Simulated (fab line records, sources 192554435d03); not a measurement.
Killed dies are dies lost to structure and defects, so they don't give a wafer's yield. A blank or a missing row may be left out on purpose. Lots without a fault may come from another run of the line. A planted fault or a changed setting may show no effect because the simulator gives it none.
fab line records | flow n5_finfet
record lots=5 wafers=15 last_day=18
route steps=1938 shown BEOL_M4@1078
lots that met no fault: from a run of the same line without faults
start_h: hours from the record's first day to the start of the lot's first wafer shown | wait_h: hours since the lot's step before | " the same as in the row above | L1.1+2: a row that stands for several wafers | - no value, or no start given | * or withheld: withheld | < > ~ a bound
route shown NAME@n: a module of which the file shows steps, and the number in the route of the first | usual: mean/standard deviation of fault-free wafers | same: alike in all rows | chamber/n: place in a boat | sites: the reading at each site | _std_site: their standard deviation | _edge_site: outer sites' mean less inner sites' | radius_mm: how far each site lies from the wafer's centre | mask NAME#n: copy n | behind: the tool/chamber that last shaped the wafer | hold: why the lot was held/for how many hours/how that ended | device: the transistor (n, p or np) that didn't switch | end of line: the same wafers' tests at the end of the route | a step without rows: its recipe alone | killed: dies lost to structure and defects at the first sort, not the wafer's yield | map: a wafer's dies, x killed, . not, _ none there
set.NAME: the setting as run; set.NAME@STEP: as run at that earlier step | model.NAME: the simulator's own value behind a step, which no gauge read
lots at some steps of the route; a table a step, a row a wafer
services: from which hour (start_h, from the record's first day; less than 0 if before it) a tool's chamber was out of use, for how many hours, and why
## steps
# step N5_BEOL_M4_CD_MEAS_35
# recipe target_cd_nm=18 target_cd_y_nm=22.4 polarity=opening
# usual cd_nm=18.0/0.4
# columns lot.wafer tool chamber start_h wait_h cd_nm
L078.2 cd_sem-02 - 214.80 0.0 17.6
L078.4 " - " " 17.4
L078.6 " - " " 17.6
L087.1 cd_sem-02 - 286.79 0.0 18.6
L087.2 " - " " 18.1
L087.6 " - " " 18.3
L088.1 cd_sem-03 - 295.91 0.0 17.6
L088.2 " - " " 18.3
L088.4 " - " " 18.2
L091.1 cd_sem-01 - 304.45 0.0 17.8
L091.2 " - " " 17.4
L091.6 " - " " 18.0
L090.3 cd_sem-03 - 304.47 0.0 17.9
L090.4 " - " " 17.2
L090.5 " - " " 18.5
# step N5_BEOL_M4_DEGAS_44
# recipe ambient=vacuum temp_c=250 time_s=60
# usual heater_power_w=335/45
# columns lot.wafer tool chamber start_h wait_h heater_power_w
L078.2 pvd_sputter-03 - 215.10 0.3 308
L078.4 " - " " 428
L078.6 " - " " 281
L087.1 pvd_sputter-02 - 286.99 0.2 359
L087.2 " - " " 300
L087.6 " - " " 293
L088.1 pvd_sputter-02 - 296.56 0.6 323
L088.2 " - " " 294
L088.4 " - " " 359
L091.1 pvd_sputter-02 - 304.63 0.2 436
L091.2 " - " " 355
L091.6 " - " " 327
L090.3 pvd_sputter-02 - 304.71 0.2 363
L090.4 " - " " 304
L090.5 " - " " 427
# step N5_BEOL_M4_PRE_CLEAN_45
# recipe gas=H2/He time_s=30 temp_c=250
# usual heater_power_w=335/46
# columns lot.wafer tool chamber start_h wait_h heater_power_w
L078.2 pvd_sputter-03 - 215.14 0.0 313
L078.4 " - " " 431
L078.6 " - " " 278
L087.1 pvd_sputter-02 - 287.03 0.0 359
L087.2 " - " " 300
L087.6 " - " " 303
L088.1 pvd_sputter-02 - 296.60 0.0 308
L088.2 " - " " 305
L088.4 " - " " 353
L091.1 pvd_sputter-02 - 304.67 0.0 421
L091.2 " - " " 351
L091.6 " - " " 326
L090.3 pvd_sputter-02 - 304.75 0.0 358
L090.4 " - " " 300
L090.5 " - " " 420
# step N5_BEOL_M4_ALD_84
# recipe material=TaN target_thk_a=* temp_c=275 ald_precursor_family=PDMAT ald_co_reactant=NH3 pressure_torr=3 carrier_flow_sccm=1500 pulse_time_s=2 purge_time_s=3 co_reactant_purge_time_s=2 co_reactant_pulse_time_s=3 ald_cycles=30 precursor_vessel_temp_c=75 precursor_vessel_pressure_torr=26.25 precursor_vessel_carrier_sccm=1000
# usual heater_power_w=410/46 precursor_vessel_temp_c=74.99/0.12
# columns lot.wafer tool chamber start_h wait_h heater_power_w precursor_vessel_temp_c
L078.2 ald_metal-01 2 215.20 0.0 363 74.97
L078.4 " 1 " " 348 75.13
L078.6 " 0 " " 409 74.97
L087.1 ald_metal-01 0 287.12 0.1 406 74.91
L087.2 " 3 " " 462 74.80
L087.6 " 1 " " 355 74.97
L088.1 ald_metal-01 2 296.74 0.1 372 75.31
L088.2 " 0 " " 407 75.04
L088.4 " 1 " " 360 75.02
L091.1 ald_metal-01 1 304.85 0.2 358 75.15
L091.2 " 2 " " 367 75.02
L091.6 " 0 " " 417 75.11
L090.3 ald_metal-04 0 304.87 0.1 468 75.26
L090.4 " 2 " " 376 75.09
L090.5 " 0 " " 491 75.12
# step N5_BEOL_M4_SURFACE_TREAT_85
# recipe gas=Ar time_s=* ion_energy_ev=* ion_current_ma_cm2=0.5 pressure_mtorr=* ar_flow_sccm=30
# usual throttle_valve_pct=*
# columns lot.wafer tool chamber start_h wait_h throttle_valve_pct
L078.2 pvd_sputter-02 - 215.64 0.3 *
L078.4 " - " " *
L078.6 " - " " *
L087.1 pvd_sputter-02 - 287.44 0.2 *
L087.2 " - " " *
L087.6 " - " " *
L088.1 pvd_sputter-02 - 297.18 0.3 *
L088.2 " - " " *
L088.4 " - " " *
L091.1 pvd_sputter-01 - 305.10 0.2 *
L091.2 " - " " *
L091.6 " - " " *
L090.3 pvd_sputter-03 - 305.12 0.2 *
L090.4 " - " " *
L090.5 " - " " *
# step N5_BEOL_M4_CVD_47
# recipe material=Co target_thk_a=30 temp_c=withheld precursor=CCTBA/H2 pressure_torr=30 time_s=223.8
# columns lot.wafer tool chamber start_h wait_h
L078.2+4+6 cvd_co-01 0,0,2 215.93 0.3
L087.1+2+6 cvd_co-02 0,2,2 287.73 0.3
L088.1+2+4 cvd_co-01 2,0,0 297.24 0.0
L091.1+2+6 cvd_co-02 2,0,2 305.25 0.1
L090.3+4+5 cvd_co-01 2,1,0 305.30 0.2
# step N5_BEOL_M4_SPUTTER_48
# recipe material=Cu target_thk_a=45 temp_c=-20 chamber_pressure_pa=0.07 power_w=withheld time_s=8.29
# usual throttle_valve_pct=29.7/0.94
# columns lot.wafer tool chamber start_h wait_h throttle_valve_pct
L078.2 pvd_sputter-01 - 216.09 0.1 31.7
L078.4 " - " " 30.0
L078.6 " - " " 28.5
L087.1 pvd_sputter-01 - 288.26 0.5 30.0
L087.2 " - " " 28.8
L087.6 " - " " 31.6
L088.1 pvd_sputter-01 - 297.40 0.1 31.4
L088.2 " - " " 28.6
L088.4 " - " " 30.0
L091.1 pvd_sputter-03 - 305.54 0.2 29.4
L091.2 " - " " 29.9
L091.6 " - " " 29.9
L090.3 pvd_sputter-01 - 307.08 1.7 31.6
L090.4 " - " " 28.4
L090.5 " - " " 29.8
# step N5_BEOL_M4_ANNEAL_49
# recipe temp_c=400 time_s=240 ambient=vacuum
# usual heater_power_w=845/110
# columns lot.wafer tool chamber start_h wait_h heater_power_w
L078.2 pvd_sputter-01 - 216.17 0.0 869
L078.4 " - " " 806
L078.6 " - " " 778
L087.1 pvd_sputter-01 - 288.34 0.0 792
L087.2 " - " " 721
L087.6 " - " " 890
L088.1 pvd_sputter-01 - 297.48 0.0 864
L088.2 " - " " 781
L088.4 " - " " 783
L091.1 pvd_sputter-03 - 305.62 0.0 1059
L091.2 " - " " 699
L091.6 " - " " 852
L090.3 pvd_sputter-01 - 307.16 0.0 868
L090.4 " - " " 797
L090.5 " - " " 787
# step N5_BEOL_M4_SPUTTER_79
# recipe material=Cu target_thk_a=45 temp_c=-20 chamber_pressure_pa=0.07 power_w=withheld time_s=8.29
# usual throttle_valve_pct=29.7/0.92
# columns lot.wafer tool chamber start_h wait_h throttle_valve_pct
L078.2 pvd_sputter-01 - 216.31 0.1 31.4
L078.4 " - " " 30.0
L078.6 " - " " 28.8
L087.1 pvd_sputter-01 - 288.48 0.1 30.1
L087.2 " - " " 28.8
L087.6 " - " " 31.5
L088.1 pvd_sputter-01 - 297.62 0.1 31.4
L088.2 " - " " 28.7
L088.4 " - " " 30.1
L091.1 pvd_sputter-03 - 305.76 0.1 29.5
L091.2 " - " " 29.8
L091.6 " - " " 29.9
L090.3 pvd_sputter-01 - 307.30 0.1 31.6
L090.4 " - " " 28.5
L090.5 " - " " 30.0
# step N5_BEOL_M4_ANNEAL_80
# recipe temp_c=400 time_s=240 ambient=vacuum
# usual heater_power_w=845/110
# columns lot.wafer tool chamber start_h wait_h heater_power_w
L078.2 pvd_sputter-01 - 216.39 0.0 878
L078.4 " - " " 800
L078.6 " - " " 816
L087.1 pvd_sputter-01 - 288.56 0.0 806
L087.2 " - " " 716
L087.6 " - " " 868
L088.1 pvd_sputter-01 - 297.70 0.0 883
L088.2 " - " " 777
L088.4 " - " " 795
L091.1 pvd_sputter-03 - 305.84 0.0 1061
L091.2 " - " " 706
L091.6 " - " " 844
L090.3 pvd_sputter-01 - 307.38 0.0 862
L090.4 " - " " 814
L090.5 " - " " 797
# step N5_BEOL_M4_SPUTTER_81
# recipe material=Cu target_thk_a=45 temp_c=-20 chamber_pressure_pa=0.07 power_w=withheld time_s=8.29
# usual throttle_valve_pct=29.7/0.93
# columns lot.wafer tool chamber start_h wait_h throttle_valve_pct
L078.2 pvd_sputter-01 - 216.53 0.1 31.3
L078.4 " - " " 29.9
L078.6 " - " " 28.8
L087.1 pvd_sputter-01 - 288.70 0.1 29.9
L087.2 " - " " 28.8
L087.6 " - " " 31.3
L088.1 pvd_sputter-01 - 297.84 0.1 31.4
L088.2 " - " " 28.6
L088.4 " - " " 30.0
L091.1 pvd_sputter-03 - 305.98 0.1 29.2
L091.2 " - " " 30.0
L091.6 " - " " 30.0
L090.3 pvd_sputter-01 - 307.52 0.1 31.3
L090.4 " - " " 28.4
L090.5 " - " " 29.9
# step N5_BEOL_M4_ANNEAL_82
# recipe temp_c=400 time_s=240 ambient=vacuum
# usual heater_power_w=845/120
# columns lot.wafer tool chamber start_h wait_h heater_power_w
L078.2 pvd_sputter-01 - 216.61 0.0 891
L078.4 " - " " 792
L078.6 " - " " 789
L087.1 pvd_sputter-01 - 288.78 0.0 786
L087.2 " - " " 718
L087.6 " - " " 903
L088.1 pvd_sputter-01 - 297.92 0.0 910
L088.2 " - " " 783
L088.4 " - " " 785
L091.1 pvd_sputter-03 - 306.06 0.0 1071
L091.2 " - " " 686
L091.6 " - " " 860
L090.3 pvd_sputter-01 - 307.60 0.0 899
L090.4 " - " " 800
L090.5 " - " " 803
# step N5_BEOL_M4_SPUTTER_86
# recipe material=Cu target_thk_a=45 temp_c=-20 chamber_pressure_pa=0.07 power_w=withheld time_s=8.29
# usual throttle_valve_pct=29.7/0.94
# columns lot.wafer tool chamber start_h wait_h throttle_valve_pct
L078.2 pvd_sputter-01 - 216.75 0.1 31.4
L078.4 " - " " 30.1
L078.6 " - " " 28.8
L087.1 pvd_sputter-01 - 288.92 0.1 30.0
L087.2 " - " " 28.7
L087.6 " - " " 31.5
L088.1 pvd_sputter-01 - 298.06 0.1 31.8
L088.2 " - " " 28.7
L088.4 " - " " 30.1
L091.1 pvd_sputter-03 - 306.20 0.1 29.1
L091.2 " - " " 29.9
L091.6 " - " " 30.0
L090.3 pvd_sputter-01 - 307.74 0.1 31.4
L090.4 " - " " 28.4
L090.5 " - " " 30.2
# step N5_BEOL_M4_ANNEAL_87
# recipe temp_c=400 time_s=240 ambient=vacuum
# usual heater_power_w=845/110
# columns lot.wafer tool chamber start_h wait_h heater_power_w
L078.2 pvd_sputter-01 - 216.83 0.0 883
L078.4 " - " " 790
L078.6 " - " " 799
L087.1 pvd_sputter-01 - 289.00 0.0 793
L087.2 " - " " 738
L087.6 " - " " 925
L088.1 pvd_sputter-01 - 298.14 0.0 877
L088.2 " - " " 799
L088.4 " - " " 787
L091.1 pvd_sputter-03 - 306.28 0.0 1045
L091.2 " - " " 688
L091.6 " - " " 829
L090.3 pvd_sputter-01 - 307.82 0.0 872
L090.4 " - " " 809
L090.5 " - " " 804
# step N5_BEOL_M4_SPUTTER_88
# recipe material=Cu target_thk_a=45 temp_c=-20 chamber_pressure_pa=0.07 power_w=withheld time_s=8.29
# usual throttle_valve_pct=29.7/0.92
# columns lot.wafer tool chamber start_h wait_h throttle_valve_pct
L078.2 pvd_sputter-01 - 216.97 0.1 31.4
L078.4 " - " " 30.0
L078.6 " - " " 28.7
L087.1 pvd_sputter-01 - 289.14 0.1 30.0
L087.2 " - " " 28.7
L087.6 " - " " 31.5
L088.1 pvd_sputter-01 - 298.28 0.1 31.3
L088.2 " - " " 28.7
L088.4 " - " " 29.9
L091.1 pvd_sputter-03 - 306.42 0.1 29.2
L091.2 " - " " 29.9
L091.6 " - " " 30.2
L090.3 pvd_sputter-01 - 307.96 0.1 31.4
L090.4 " - " " 28.6
L090.5 " - " " 30.1
# step N5_BEOL_M4_ANNEAL_89
# recipe temp_c=400 time_s=240 ambient=vacuum
# usual heater_power_w=847/110
# columns lot.wafer tool chamber start_h wait_h heater_power_w
L078.2 pvd_sputter-01 - 217.05 0.0 901
L078.4 " - " " 810
L078.6 " - " " 789
L087.1 pvd_sputter-01 - 289.22 0.0 810
L087.2 " - " " 727
L087.6 " - " " 863
L088.1 pvd_sputter-01 - 298.36 0.0 904
L088.2 " - " " 762
L088.4 " - " " 814
L091.1 pvd_sputter-03 - 306.50 0.0 1048
L091.2 " - " " 693
L091.6 " - " " 860
L090.3 pvd_sputter-01 - 308.04 0.0 876
L090.4 " - " " 787
L090.5 " - " " 841
# step N5_BEOL_M4_SPUTTER_90
# recipe material=Cu target_thk_a=45 temp_c=-20 chamber_pressure_pa=0.07 power_w=withheld time_s=8.29
# usual throttle_valve_pct=29.7/0.92
# columns lot.wafer tool chamber start_h wait_h throttle_valve_pct
L078.2 pvd_sputter-01 - 217.19 0.1 31.5
L078.4 " - " " 30.1
L078.6 " - " " 28.5
L087.1 pvd_sputter-01 - 289.36 0.1 30.0
L087.2 " - " " 28.5
L087.6 " - " " 31.5
L088.1 pvd_sputter-01 - 298.50 0.1 31.5
L088.2 " - " " 28.5
L088.4 " - " " 29.8
L091.1 pvd_sputter-03 - 306.64 0.1 29.2
L091.2 " - " " 29.8
L091.6 " - " " 30.1
L090.3 pvd_sputter-01 - 308.18 0.1 31.3
L090.4 " - " " 28.7
L090.5 " - " " 29.9
# step N5_BEOL_M4_ANNEAL_91
# recipe temp_c=400 time_s=240 ambient=vacuum
# usual heater_power_w=845/110
# columns lot.wafer tool chamber start_h wait_h heater_power_w
L078.2 pvd_sputter-01 - 217.27 0.0 895
L078.4 " - " " 807
L078.6 " - " " 758
L087.1 pvd_sputter-01 - 289.44 0.0 790
L087.2 " - " " 733
L087.6 " - " " 887
L088.1 pvd_sputter-01 - 298.58 0.0 883
L088.2 " - " " 775
L088.4 " - " " 783
L091.1 pvd_sputter-03 - 306.72 0.0 1056
L091.2 " - " " 703
L091.6 " - " " 842
L090.3 pvd_sputter-01 - 308.26 0.0 889
L090.4 " - " " 786
L090.5 " - " " 774
# step N5_BEOL_M4_SPUTTER_92
# recipe material=Cu target_thk_a=45 temp_c=-20 chamber_pressure_pa=0.07 power_w=withheld time_s=8.29
# usual throttle_valve_pct=29.6/0.95
# columns lot.wafer tool chamber start_h wait_h throttle_valve_pct
L078.2 pvd_sputter-01 - 217.41 0.1 31.4
L078.4 " - " " 30.1
L078.6 " - " " 28.6
L087.1 pvd_sputter-01 - 289.58 0.1 29.8
L087.2 " - " " 28.9
L087.6 " - " " 31.5
L088.1 pvd_sputter-01 - 298.72 0.1 31.5
L088.2 " - " " 28.6
L088.4 " - " " 29.8
L091.1 pvd_sputter-03 - 306.86 0.1 28.9
L091.2 " - " " 30.0
L091.6 " - " " 29.9
L090.3 pvd_sputter-01 - 308.40 0.1 31.2
L090.4 " - " " 28.4
L090.5 " - " " 30.2
# step N5_BEOL_M4_ANNEAL_93
# recipe temp_c=400 time_s=240 ambient=vacuum
# usual heater_power_w=845/110
# columns lot.wafer tool chamber start_h wait_h heater_power_w
L078.2 pvd_sputter-01 - 217.49 0.0 867
L078.4 " - " " 807
L078.6 " - " " 808
L087.1 pvd_sputter-01 - 289.66 0.0 781
L087.2 " - " " 735
L087.6 " - " " 872
L088.1 pvd_sputter-01 - 298.80 0.0 894
L088.2 " - " " 797
L088.4 " - " " 807
L091.1 pvd_sputter-03 - 306.94 0.0 1042
L091.2 " - " " 699
L091.6 " - " " 853
L090.3 pvd_sputter-01 - 308.48 0.0 878
L090.4 " - " " 787
L090.5 " - " " 793
# step N5_BEOL_M4_SPUTTER_94
# recipe material=Cu target_thk_a=45 temp_c=-20 chamber_pressure_pa=0.07 power_w=withheld time_s=8.29
# usual throttle_valve_pct=29.7/0.95
# columns lot.wafer tool chamber start_h wait_h throttle_valve_pct
L078.2 pvd_sputter-01 - 217.63 0.1 31.9
L078.4 " - " " 30.3
L078.6 " - " " 28.8
L087.1 pvd_sputter-01 - 289.80 0.1 30.0
L087.2 " - " " 28.7
L087.6 " - " " 31.6
L088.1 pvd_sputter-01 - 298.94 0.1 31.7
L088.2 " - " " 28.7
L088.4 " - " " 29.9
L091.1 pvd_sputter-03 - 307.08 0.1 29.5
L091.2 " - " " 30.0
L091.6 " - " " 30.2
L090.3 pvd_sputter-01 - 308.62 0.1 31.6
L090.4 " - " " 28.7
L090.5 " - " " 30.2
# step N5_BEOL_M4_ANNEAL_95
# recipe temp_c=400 time_s=240 ambient=vacuum
# usual heater_power_w=847/110
# columns lot.wafer tool chamber start_h wait_h heater_power_w
L078.2 pvd_sputter-01 - 217.71 0.0 886
L078.4 " - " " 795
L078.6 " - " " 767
L087.1 pvd_sputter-01 - 289.88 0.0 807
L087.2 " - " " 717
L087.6 " - " " 881
L088.1 pvd_sputter-01 - 299.02 0.0 872
L088.2 " - " " 813
L088.4 " - " " 815
L091.1 pvd_sputter-03 - 307.16 0.0 1072
L091.2 " - " " 695
L091.6 " - " " 848
L090.3 pvd_sputter-01 - 308.70 0.0 896
L090.4 " - " " 799
L090.5 " - " " 812
# step N5_BEOL_M4_SPUTTER_96
# recipe material=Cu target_thk_a=45 temp_c=-20 chamber_pressure_pa=0.07 power_w=withheld time_s=8.29
# usual throttle_valve_pct=29.7/0.96
# columns lot.wafer tool chamber start_h wait_h throttle_valve_pct
L078.2 pvd_sputter-01 - 217.85 0.1 31.4
L078.4 " - " " 30.1
L078.6 " - " " 28.6
L087.1 pvd_sputter-01 - 290.02 0.1 30.0
L087.2 " - " " 28.8
L087.6 " - " " 31.2
L088.1 pvd_sputter-01 - 299.16 0.1 31.6
L088.2 " - " " 28.8
L088.4 " - " " 29.9
L091.1 pvd_sputter-03 - 307.30 0.1 29.1
L091.2 " - " " 30.1
L091.6 " - " " 29.8
L090.3 pvd_sputter-01 - 308.84 0.1 31.6
L090.4 " - " " 28.8
L090.5 " - " " 29.8
# step N5_BEOL_M4_ECD_50
# recipe material=Cu target_thk_a=3000
# columns lot.wafer tool chamber start_h wait_h
L078.2+4+6 ecd_cu-02 0 217.97 0.1
L087.1+2+6 ecd_cu-01 1,0,0 290.13 0.1
L088.1+2+4 ecd_cu-01 0,1,0 299.28 0.1
L091.1+2+6 ecd_cu-01 1,0,0 307.42 0.1
L090.3+4+5 ecd_cu-01 0,1,1 308.98 0.1
# step N5_BEOL_M4_ANNEAL_51
# recipe temp_c=225 time_s=90 ambient=N2
# usual wafer_temp_C_max=225.88/0.22
# columns lot.wafer tool chamber start_h wait_h wafer_temp_C_max
L078.2 rtp_anneal-01 0 218.09 0.1 225.76
L078.4 " 0 " " 225.91
L078.6 " 0 " " 225.92
L087.1 rtp_anneal-02 0 290.21 0.1 225.86
L087.2 " 0 " " 225.71
L087.6 " 0 " " 226.05
L088.1 rtp_anneal-01 0 299.36 0.1 225.76
L088.2 " 0 " " 225.69
L088.4 " 0 " " 225.76
L091.1 rtp_anneal-01 0 307.52 0.1 226.35
L091.2 " 0 " " 225.91
L091.6 " 0 " " 225.91
L090.3 rtp_anneal-01 0 309.13 0.1 225.97
L090.4 " 0 " " 226.14
L090.5 " 0 " " 225.79
# step N5_BEOL_M4_CMP_52
# recipe stop_on=SiOC t_overpolish_s=6.8 down_force_psi=1 platen_rpm=50 clearing_platen_down_force_psi=1.5 clearing_platen_rpm=50 post_cmp_clean=cu_alkaline target_thk_nm=40 clearing_platen_pad_velocity_m_s=0.99484 pad_velocity_m_s=0.99484
# usual barrier_field_endpoint_s=24.8/0.52 clearing_platen_down_force_psi=1.500/0.003 head_pressure_psi=0.9999/0.0022 motor_current_A=6.0/0.67 overpolish_run_s=6.801/0.009 time_to_endpoint_s=63.7/2.3
# columns lot.wafer tool chamber start_h wait_h barrier_field_endpoint_s clearing_platen_down_force_psi head_pressure_psi motor_current_A overpolish_run_s time_to_endpoint_s
L078.2 cmp-04 1 218.34 0.2 24.0 1.503 1.0005 5.1 6.803 65.3
L078.4 " 2 " " 24.9 1.505 1.0016 5.8 6.805 66.4
L078.6 " 2 " " 24.1 1.501 0.9976 5.6 6.799 63.1
L087.1 cmp-04 2 290.51 0.3 25.3 1.498 1.0005 6.1 6.808 63.4
L087.2 " 0 " " 25.3 1.502 0.9975 5.7 6.810 62.8
L087.6 " 2 " " 25.7 1.500 1.0027 6.0 6.812 63.8
L088.4 cmp-04 3 299.69 0.2 25.0 1.505 1.0033 6.9 6.786 62.9
L088.2 " 0 " " 25.2 1.497 0.9992 5.4 6.804 64.2
L088.1 " 1 " " 25.0 1.501 1.0020 5.2 6.798 63.5
L091.2 cmp-04 3 307.89 0.3 24.0 1.498 1.0009 7.1 6.815 63.1
L091.1 " 0 " " 24.6 1.498 1.0019 5.8 6.789 63.7
L091.6 " 2 " " 25.5 1.502 0.9991 6.4 6.803 66.1
L090.4 cmp-04 3 309.34 0.1 24.9 1.506 0.9983 7.1 6.797 62.7
L090.3 " 2 " " 24.8 1.502 1.0019 6.0 6.793 62.5
L090.5 " 3 " " 25.4 1.505 1.0000 6.8 6.800 65.0
# step N5_BEOL_M4_THK_MEAS_53
# recipe thk_meas_gauge=xrf reads=Cu_of_BEOL_M4_ECD_50
# usual M4_THK=40.4/1.5
# columns lot.wafer tool chamber start_h wait_h M4_THK[nm]
L078.2 film_metro-02 - 218.64 - 38.5
L078.4 " - " " 41.0
L078.6 " - " " 41.7
L087.1 film_metro-01 - 290.80 - 41.6
L087.2 " - " " 43.1
L087.6 " - " " 40.4
L088.1 film_metro-02 - 299.95 - 41.1
L088.2 " - " " 42.0
L088.4 " - " " 40.7
L091.1 film_metro-01 - 308.11 - 41.8
L091.2 " - " " 39.8
L091.6 " - " " 41.1
L090.3 film_metro-01 - 309.63 - 43.8
L090.4 " - " " 42.5
L090.5 " - " " 40.9
# step N5_BEOL_M4_PRE_CLEAN_60
# recipe gas=NH3/H2 time_s=15 temp_c=* rf_power_w=300
# usual heater_power_w=104/9.3
# columns lot.wafer tool chamber start_h wait_h heater_power_w
L078.2 cvd_co-01 2 218.68 0.0 107
L078.4 " 1 " " 107
L078.6 " 0 " " 98
L087.1 cvd_co-01 0 290.84 0.0 99
L087.2 " 2 " " 110
L087.6 " 0 " " 99
L088.1 cvd_co-01 1 299.99 0.0 107
L088.2 " 0 " " 100
L088.4 " 2 " " 107
L091.1 cvd_co-01 1 308.15 0.0 103
L091.2 " 2 " " 105
L091.6 " 0 " " 99
L090.3 cvd_co-01 0 309.67 0.0 98
L090.4 " 2 " " 107
L090.5 " 0 " " 100
# step N5_BEOL_M4_CO_CAP_55
# recipe material=Co target_thk_a=20 temp_c=200 precursor=CCTBA/H2 pressure_torr=30 time_s=102.1
# usual heater_power_w=260/12
# columns lot.wafer tool chamber start_h wait_h heater_power_w
L078.2 cvd_co-01 2 218.72 0.0 264
L078.4 " 1 " " 263
L078.6 " 0 " " 250
L087.1 cvd_co-01 0 290.88 0.0 262
L087.2 " 2 " " 264
L087.6 " 0 " " 258
L088.1 cvd_co-01 1 300.03 0.0 267
L088.2 " 0 " " 255
L088.4 " 2 " " 258
L091.1 cvd_co-01 1 308.19 0.0 269
L091.2 " 2 " " 257
L091.6 " 0 " " 250
L090.3 cvd_co-01 0 309.71 0.0 257
L090.4 " 2 " " 261
L090.5 " 0 " " 256
# step N5_BEOL_M4_PRE_CLEAN_56
# recipe gas=NH3 time_s=15 temp_c=withheld rf_power_w=300
# columns lot.wafer tool chamber start_h wait_h
L078.2+4+6 pecvd-01 0,1,0 218.81 0.1
L087.1+2+6 pecvd-03 1,0,0 290.97 0.1
L088.1+2+4 pecvd-03 2,1,1 300.12 0.1
L091.1+2+6 pecvd-01 1,2,0 308.28 0.1
L090.3+4+5 pecvd-02 0,2,0 309.80 0.1
# step N5_BEOL_M4_DEP_57
# recipe material=SiCN target_thk_a=80 temp_c=withheld precursor=3MS/NH3 pressure_torr=3 rf_w=202 time_s=14
# usual showerhead_plenum_p_Torr=3.657/0.017 throttle_valve_pct=9.0/0.5
# columns lot.wafer tool chamber start_h wait_h showerhead_plenum_p_Torr throttle_valve_pct
L078.2 pecvd-01 0 218.84 0.0 3.661 9.6
L078.4 " 1 " " 3.642 8.5
L078.6 " 0 " " 3.676 9.3
L087.1 pecvd-03 1 291.00 0.0 3.656 8.8
L087.2 " 0 " " 3.669 9.5
L087.6 " 0 " " 3.666 9.7
L088.1 pecvd-03 2 300.14 0.0 3.679 8.4
L088.2 " 1 " " 3.650 8.8
L088.4 " 1 " " 3.650 8.6
L091.1 pecvd-01 1 308.30 0.0 3.645 8.5
L091.2 " 2 " " 3.646 8.6
L091.6 " 0 " " 3.670 9.6
L090.3 pecvd-02 0 309.83 0.0 3.672 9.5
L090.4 " 2 " " 3.638 9.3
L090.5 " 0 " " 3.679 9.7
# step N5_BEOL_M4_RS_MEAS_58
# recipe thk_meas_gauge=four-point-probe reads=Co_of_BEOL_M4_CO_CAP_55+Cu_of_BEOL_M4_ECD_50+Co_of_BEOL_M4_CVD_47+TaN_of_BEOL_M4_ALD_84
# usual M4_RS=0.65/0.031
# columns lot.wafer tool chamber start_h wait_h M4_RS[ohm/sq]
L078.2 film_metro-02 - 218.93 0.1 0.69
L078.4 " - " " 0.64
L078.6 " - " " 0.63
L087.1 film_metro-01 - 291.07 0.0 0.63
L087.2 " - " " 0.60
L087.6 " - " " 0.65
L088.1 film_metro-01 - 300.21 0.0 0.64
L088.2 " - " " 0.63
L088.4 " - " " 0.65
L091.1 film_metro-01 - 308.37 0.0 0.63
L091.2 " - " " 0.67
L091.6 " - " " 0.64
L090.3 film_metro-02 - 309.89 0.1 0.60
L090.4 " - " " 0.62
L090.5 " - " " 0.64
# step N5_BEOL_M4_INSPECT_59
# recipe inspect_instrument=darkfield mode=post_dep
# usual raw_defect_count=65/20
# columns lot.wafer tool chamber start_h wait_h raw_defect_count
L078.2 defect_inspect-02 - 218.95 0.0 83
L078.4 " - " " 89
L078.6 " - " " 93
L087.1 defect_inspect-01 - 291.09 0.0 46
L087.2 " - " " 46
L087.6 " - " " 48
L088.1 defect_inspect-01 - 300.24 0.0 41
L088.2 " - " " 42
L088.4 " - " " 45
L091.1 defect_inspect-02 - 308.39 0.0 67
L091.2 " - " " 49
L091.6 " - " " 38
L090.3 defect_inspect-02 - 309.92 0.0 99
L090.4 " - " " 77
L090.5 " - " " 121
## services
# columns tool chamber start_h hours kind
pecvd-01 2 202.38 - clean
pecvd-01 2 202.38 - consumable_replace:showerhead
pecvd-01 2 202.38 29.0 scheduled_down
pecvd-01 2 202.38 29.0 vent_cycle
pecvd-03 - 208.14 1.6 repair
cvd_co-02 - 209.89 6.7 repair
cvd_co-02 - 216.64 2.8 pm
pecvd-03 1 232.77 5.5 scheduled_down
pecvd-01 - 236.93 14.6 pm
pecvd-02 0 241.45 3.9 repair
pecvd-03 0 244.60 - calibration
pecvd-01 - 266.95 2.8 pm
pecvd-01 1 278.52 4.2 repair
pecvd-01 2 284.94 19.7 repair
## key
fault none
